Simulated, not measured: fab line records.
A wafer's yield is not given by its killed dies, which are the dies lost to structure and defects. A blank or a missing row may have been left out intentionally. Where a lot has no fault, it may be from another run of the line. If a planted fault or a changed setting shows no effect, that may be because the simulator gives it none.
Which tool did it? ; flow n5Finfet ; 11 lots with 32 wafers sampled at 4 steps, on a route of 1938 steps

## WHAT EACH GAUGE READ, for each wafer
N5_PASSIVATION_INSPECT_61: inspects for defects (macro).
lot;measured;on;rawDefectCount
L285;day 11 23:23;defectInspect-01;1 3 1
L286;day 12 00:44;defectInspect-01;2 1
L287;day 12 04:12;defectInspect-01;5 2 3
L292;day 13 14:22;defectInspect-01;1 2 4
L293;day 14 16:13;defectInspect-02;>300 >300 >300
L297;day 15 04:01;defectInspect-01;>300 >300 >300
L299;day 15 14:33;defectInspect-01;3 3 2
L304;day 17 12:41;defectInspect-01;1 5 0
L306;day 17 12:38;defectInspect-02;1 0 2
L305;day 17 13:29;defectInspect-02;1 4 5
L308;day 17 18:53;defectInspect-02;6 5 2

## TOOL THAT RAN EACH LOT (tool first, then ch and the chambers of the sampled wafers, then the start)
lot;N5_MIM_TOP_ALD_01;N5_MIM_BOT_ETCH_ETCH_03;N5_PASSIVATION_PECVD_55
L285;aldHk-01 ch 0,2,3, day 11 22:05 or earlier;rieMetal-01 ch 0,1, day 11 22:05;pecvd-02 ch 0,2, day 11 22:51
L286;aldHk-03 ch 0,1, day 11 23:20 or earlier;rieMetal-02 ch 0,1, day 11 23:20;pecvd-01 ch 0,1, day 12 00:08
L287;aldHk-02 ch 0,1,2, day 12 02:11 or earlier;rieMetal-02 ch 0,1, day 12 02:11;pecvd-01 ch 0,1,2, day 12 02:55
L292;aldHk-02 ch 0,2,3, day 13 11:17 or earlier;rieMetal-02 ch 0,1, day 13 11:17;pecvd-04 ch 0,1,2, day 13 12:17
L293;aldHk-03 ch 0,1, day 14 12:40 or earlier;rieMetal-03 ch 0,1, day 14 12:40;pecvd-04 ch 0,1, day 14 13:25
L297;aldHk-02 ch 0,2,3, day 15 02:13 or earlier;rieMetal-01 ch 0,1, day 15 02:13;pecvd-04 ch 0,2, day 15 03:21
L299;aldHk-02 ch 2,3, day 15 12:08 or earlier;rieMetal-03 ch 0,1, day 15 12:08;pecvd-01 ch 1,2, day 15 12:55
L304;aldHk-03 ch 1,3, day 17 08:13 or earlier;rieMetal-02 ch 0,1, day 17 08:13;pecvd-01 ch 0,2, day 17 08:57
L306;aldHk-01 ch 1,2,3, day 17 08:37 or earlier;rieMetal-03 ch 0,1, day 17 08:37;pecvd-04 ch 1,2, day 17 09:29
L305;aldHk-03 ch 0,1,2, day 17 12:05 or earlier;rieMetal-01 ch 0,1, day 17 12:05;pecvd-04 ch 1,2, day 17 12:50
L308;aldHk-02 ch 0,2, day 17 15:31 or earlier;rieMetal-01 ch 0, day 17 15:31;pecvd-04 ch 0,2, day 17 16:15
- N5_MIM_TOP_ALD_01: deposits HfO2, target thk 5.6 nm, pulse time 1 s, purge time 3 s.
- N5_MIM_BOT_ETCH_ETCH_03: etches the open film in Cl2/BCl3, target depth 12 nm.
- N5_PASSIVATION_PECVD_55: deposits SiO2 from SiH4/N2O, target thk 400 nm, time 22.5 s.

## AS READ BY THE TOOLS THEMSELVES (means over the sampled wafers that have a number; for cases with no such wafer, the mark the record gives instead)
N5_MIM_TOP_ALD_01.
lot;tool;precursorPulseHeightRel
L285;aldHk-01;1.008
L286;aldHk-03;0.970
L287;aldHk-02;0.995
L292;aldHk-02;1.015
L293;aldHk-03;1.024
L297;aldHk-02;1.011
L299;aldHk-02;0.997
L304;aldHk-03;1.005
L306;aldHk-01;0.997
L305;aldHk-03;1.009
L308;aldHk-02;1.004

N5_MIM_BOT_ETCH_ETCH_03.
lot;tool;drypumpMotorCurrentA (A);oesProductAu (a.u.);throttleValvePct (%)
L285;rieMetal-01;5.8;0.88;27.3
L286;rieMetal-02;6.4;0.77;27.5
L287;rieMetal-02;6.4;0.76;27.5
L292;rieMetal-02;6.4;0.79;27.5
L293;rieMetal-03;5.5;0.77;27.5
L297;rieMetal-01;5.8;0.85;27.4
L299;rieMetal-03;5.6;0.77;27.5
L304;rieMetal-02;6.4;0.72;27.5
L306;rieMetal-03;5.5;0.76;27.5
L305;rieMetal-01;6.0;0.82;27.7
L308;rieMetal-01;5.7;0.84;27.0

N5_PASSIVATION_PECVD_55.
lot;tool;chamberPressureTorr (Torr);heaterPowerW (W);showerheadPlenumPTorr (Torr);susceptorTempC (C);throttleValvePct (%)
L285;pecvd-02;2.693;589;8.08;400.14;50.3
L286;pecvd-01;2.695;536;8.12;399.81;53.5
L287;pecvd-01;2.698;575;8.11;400.10;53.1
L292;pecvd-04;2.699;709;8.14;400.05;50.1
L293;pecvd-04;2.698;640;8.11;400.09;52.2
L297;pecvd-04;2.695;702;8.10;400.08;48.6
L299;pecvd-01;2.696;559;8.09;399.89;51.7
L304;pecvd-01;2.697;596;8.10;399.92;53.8
L306;pecvd-04;2.704;687;8.20;400.00;50.1
L305;pecvd-04;2.694;717;8.16;400.35;48.7
L308;pecvd-04;2.696;719;8.09;400.02;49.0

## THE ANSWER, worked out from the rows above alone
Rule: usual is defined by the lots themselves. Put in order of their means at a reading, lots are off if they are a third of the lots or fewer, leave a main group of 4 or more, and stand apart from it by a gap of 3 or more times the standard deviation of the main group's means; of several such gaps the widest counts. The tables above print the reading to a certain number of digits; a main group whose means all agree to those digits is not used. Also off: a lot with no number at a reading for which 4 or more lots have one. All remaining lots with rows at the step are treated as sound. First the gauges in route order, then the tools' own readings, where a lot's mean is used as printed above. At the first step where some lot is off, the reading lying furthest off is the one used; lots without a number count as furthest.
Off at N5_PASSIVATION_INSPECT_61 (rawDefectCount): L293, L297. Without a number there: L293, L297. The main group: mean 2.5, standard deviation 1.
A tool fits if, at a process step before that reading, it ran every lot that is off, and no sound lot after the first of them. Gauges at N5_PASSIVATION_INSPECT_61: tried the same way as those tools. N5_MIM_TOP_ALD_01: start missing for some lots; hours and lot order therefore follow N5_MIM_BOT_ETCH_ETCH_03. Of those tried, none fits.

## WHAT HAD BEEN PUT IN BY THE SIMULATOR
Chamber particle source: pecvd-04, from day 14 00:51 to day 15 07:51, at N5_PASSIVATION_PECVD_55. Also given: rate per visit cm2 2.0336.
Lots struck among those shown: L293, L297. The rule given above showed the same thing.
